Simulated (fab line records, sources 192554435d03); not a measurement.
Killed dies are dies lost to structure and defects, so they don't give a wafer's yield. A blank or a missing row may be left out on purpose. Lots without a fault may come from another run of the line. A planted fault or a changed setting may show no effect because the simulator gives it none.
Chamber matching | flow n5_finfet | N5_BEOL_M10_ALD_74 on ald_metal-02: 4 sister chambers
The step deposits TaN, target thk 2 nm, pulse time 2 s, purge time 3 s. 4 wafers are shown with their chamber, then 7 later ones without.

WAFERS WITH THEIR CHAMBER
wafer  | chamber | heater_power_w (W)
L081.5 | 2       | 397
L084.5 | 0       | 506
L085.1 | 3       | 418
L085.3 | 1       | 373

WAFERS WITHOUT THEIR CHAMBER
wafer  | heater_power_w (W)
L085.6 | 504
L087.3 | 432
L087.4 | 503
L087.5 | 379
L094.2 | 386
L094.3 | 433
L094.6 | 438

WHICH CHAMBER EACH WENT THROUGH
wafer  | from the rows above          | in truth
L085.6 | 0                            | 0
L087.3 | can't be placed: 3 or 2      | 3
L087.4 | 0                            | 0
L087.5 | can't be placed: 1 or 2      | 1
L094.2 | can't be placed: 2 or 1 or 3 | 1
L094.3 | can't be placed: 3 or 2      | 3
L094.6 | can't be placed: 3 or 2      | 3
Placed correctly: 2 of 7. Can't be placed from these rows: 5 (the true chamber is among the candidates in 5). Placed wrongly: 0.
How it was worked out, from the rows above alone: a wafer's distance from a chamber is the root of the sum, over the readings, of the square of ((its reading less the chamber's mean) divided by the reading's scatter). The wafer belongs to the nearest chamber; if the next one is less than 2 further off, it can't be placed. A chamber's mean is the mean of its shown wafers. The scatter: with one shown wafer a chamber, the root of the mean of the squares of how far each hidden wafer lies from its nearest shown one.
